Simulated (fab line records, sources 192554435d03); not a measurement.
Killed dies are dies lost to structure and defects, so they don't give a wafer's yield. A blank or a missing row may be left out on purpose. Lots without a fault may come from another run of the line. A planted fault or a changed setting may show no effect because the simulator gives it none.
A struck lot beside a sound one | flow n5_finfet | 35 steps out of a route of 1938
Sound: wafers L750.1, L750.4, L750.6. Struck: wafer L745.4. (L745.1, L745.3 of the same lot were not struck and are left out.) The cause comes at the end.
At each step with rows: each side's tool, then ch and its chambers, then its first start. Under that, the readings that differ: sound wafers | struck wafers | difference of the means | sigmas: that difference in standard deviations of wafers without a fault.
alike: readings whose means differ by less than 2 such deviations, and words and numbers that are the same on both sides. not compared: withheld readings, readings that some wafer has no value for, bounds like >300 that may hide the same value, and numbers for which the record gives no deviation and whose values overlap.
The two part at a step that has a row with sigmas, a row that says differs or no value, or rows on one side only. Numbers that don't overlap but have no deviation are shown without sigmas and don't part them. A reading that every wafer of one side lacks parts them only if that side has two wafers or more.

first, 9 steps without rows for these wafers: N5_BEOL_M14_COAT_22 (resist thk 300 nm); N5_BEOL_M14_EBR_24; N5_BEOL_M14_SOFTBAKE_23 (time 60 s); N5_BEOL_M14_EXPOSE_25 (exposes mask M14, target cd 280 nm); N5_BEOL_M14_PEB_26 (peb time 90 s); N5_BEOL_M14_DEVELOP_27 (develop time 45 s); N5_BEOL_M14_HARDBAKE_32 (time 120 s); N5_BEOL_M14_DESCUM_33 (chemistry O2, time 7.9 s); N5_BEOL_M14_ETCH_67 (etches SiARC in CF4, target depth 143 nm, time 238.3 s).
N5_BEOL_M14_ETCH_68: etches SOC in N2/H2, time 450 s.
  sound on rie_diel-01 ch 1,3, day 14 19:17; struck on rie_diel-06 ch 0, day 13 19:55
  alike: drypump_motor_current_A, oes_product_au, rf_vpp_V, showerhead_plenum_p_Torr, throttle_valve_pct
  not compared: rf_hours_counter_h
then, 24 steps without rows for these wafers: N5_BEOL_M14_STRIP_69 (strips in N2/H2); N5_BEOL_M14_TRENCH_ETCH_34 (etches SiO2 in C4F8/O2/Ar, target depth 556.65 nm, time 126.9 s); N5_BEOL_M14_STRIP_70 (strips in C4F8/O2/Ar); N5_BEOL_M14_STRIP_37 (strips in O2); N5_BEOL_M14_ETCH_38 (etches SiCN in CF4/N2, target depth 106.5 nm, time 120.6 s); N5_BEOL_M14_PRECLEAN_39 (cleans in residue remover, time 60 s); N5_BEOL_M14_SRD_40 (time 30 s, dry time 30 s); N5_BEOL_M14_DEGAS_41 (time 60 s); N5_BEOL_M14_PRE_CLEAN_42 (time 30 s); N5_BEOL_M14_SPUTTER_43 (material TaN, target thk 15 nm, time 24.19 s); N5_BEOL_M14_SPUTTER_44 (material Ta, target thk 15 nm, time 24.19 s); N5_BEOL_M14_SPUTTER_45 (material Cu, target thk 100 nm, time 16.67 s); N5_BEOL_M14_ECD_47 (material Cu, target thk 1248 nm); N5_BEOL_M14_ANNEAL_48 (time 90 s); N5_BEOL_M14_CMP_49 (polishes, stops on SiO2, t overpolish 5.2 s, target thk 560 nm); N5_BEOL_M14_PRE_CLEAN_52 (time 15 s); N5_BEOL_M14_DEP_53 (deposits SiCN from 3MS/NH3, target thk 50 nm, time 17.8 s); N5_BEOL_M15_ILD_DEP_00 (deposits SiO2 from TEOS/O2, target thk 1629.3 nm, time 346.1 s); N5_BEOL_M15_COAT_58 (time 60 s, resist thk 89 nm); N5_BEOL_M15_COAT_04 (resist thk 800 nm); N5_BEOL_M15_EBR_06; N5_BEOL_M15_SOFTBAKE_05 (time 60 s); N5_BEOL_M15_EXPOSE_07 (exposes mask V14); N5_BEOL_M15_PEB_08 (peb time 90 s).
N5_PASSIVATION_PROBE_49:
  the record has rows for the struck wafers here (prober-01, day 14 19:19) and none for the sound ones

WHERE THEY PART
Only at N5_PASSIVATION_PROBE_49, within this record.

WHY: what the simulator had put in
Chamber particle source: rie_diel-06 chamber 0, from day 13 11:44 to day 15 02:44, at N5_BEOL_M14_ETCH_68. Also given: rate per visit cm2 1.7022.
